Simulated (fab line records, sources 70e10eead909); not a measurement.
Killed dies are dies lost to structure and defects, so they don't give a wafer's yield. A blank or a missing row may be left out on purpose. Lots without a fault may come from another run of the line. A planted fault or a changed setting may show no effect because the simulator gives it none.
Chamber matching | flow nand_harc | NHARC_A_CONTACT_ETCH_88 on rie_diel-04: 4 sister chambers
The step etches the open film in CF4, target depth 39 nm, time 65 s. 22 wafers are shown with their chamber, then 11 later ones without.

WAFERS WITH THEIR CHAMBER
wafer  | chamber | showerhead_plenum_p_Torr (Torr) | drypump_motor_current_A (A) | oes_product_au (a.u.)
L315.2 | 2       | 1.75                            | 5.7                         | 1.016
L315.3 | 3       | 1.76                            | 5.7                         | 1.000
L315.4 | 2       | 1.75                            | 5.7                         | 1.016
L317.2 | 3       | 1.76                            | 5.7                         | 1.005
L317.4 | 3       | 1.76                            | 5.7                         | 0.998
L317.6 | 0       | 1.72                            | 5.5                         | 1.006
L318.2 | 3       | 1.75                            | 5.7                         | 0.985
L318.3 | 1       | 1.67                            | 5.2                         | 0.996
L318.6 | 2       | 1.75                            | 5.7                         | 1.011
L320.3 | 0       | 1.72                            | 5.4                         | 0.989
L320.5 | 0       | 1.72                            | 5.4                         | 0.991
L320.6 | 1       | 1.67                            | 5.2                         | 0.990
L322.1 | 2       | 1.75                            | 5.6                         | 1.016
L322.3 | 1       | 1.67                            | 5.2                         | 0.998
L322.5 | 1       | 1.67                            | 5.2                         | 0.998
L325.3 | 1       | 1.67                            | 5.2                         | 0.996
L325.5 | 1       | 1.67                            | 5.2                         | 0.995
L325.6 | 0       | 1.72                            | 5.5                         | 0.995
L326.2 | 2       | 1.74                            | 5.7                         | 1.013
L326.3 | 0       | 1.72                            | 5.5                         | 1.003
L326.6 | 2       | 1.74                            | 5.6                         | 1.010
L328.4 | 0       | 1.72                            | 5.5                         | 0.987

SIGNATURES (means of the wafers above)
reading                  | chamber 0 | chamber 1 | chamber 2 | chamber 3 | scatter within a chamber
showerhead_plenum_p_Torr | 1.7200    | 1.6700    | 1.7467    | 1.7575    | 0.0034
drypump_motor_current_A  | 5.467     | 5.200     | 5.667     | 5.700     | 0.0385
oes_product_au           | 0.99517   | 0.99550   | 1.01367   | 0.99700   | 0.00577
Rule: a wafer's distance from a chamber is the root of the sum, over the readings, of the square of ((its reading less the chamber's mean) divided by the reading's scatter). The wafer belongs to the nearest chamber; if the next one is less than 2 further off, it can't be placed. The scatter: the root of (the sum of the squares of (reading less its chamber's mean) over the shown wafers, divided by (wafers less chambers)).

WAFERS WITHOUT THEIR CHAMBER
wafer  | showerhead_plenum_p_Torr (Torr) | drypump_motor_current_A (A) | oes_product_au (a.u.)
L328.5 | 1.74                            | 5.7                         | 1.016
L328.6 | 1.75                            | 5.7                         | 0.983
L331.2 | 1.74                            | 5.7                         | 1.017
L331.6 | 1.74                            | 5.6                         | 1.017
L333.2 | 1.72                            | 5.5                         | 1.007
L333.6 | 1.67                            | 5.2                         | 1.005
L332.1 | 1.75                            | 5.7                         | 0.995
L332.6 | 1.74                            | 5.7                         | 1.009
L337.2 | 1.67                            | 5.2                         | 0.991
L337.4 | 1.72                            | 5.4                         | 0.999
L337.5 | 1.74                            | 5.7                         | 1.006

WHICH CHAMBER EACH WENT THROUGH
wafer  | from the rows above     | in truth
L328.5 | 2                       | 2
L328.6 | 3                       | 3
L331.2 | 2                       | 2
L331.6 | 2                       | 2
L333.2 | 0                       | 0
L333.6 | 1                       | 1
L332.1 | can't be placed: 3 or 2 | 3
L332.6 | 2                       | 2
L337.2 | 1                       | 1
L337.4 | 0                       | 0
L337.5 | 2                       | 2
Placed correctly: 10 of 11. Can't be placed from these rows: 1 (the true chamber is among the candidates in 1). Placed wrongly: 0.
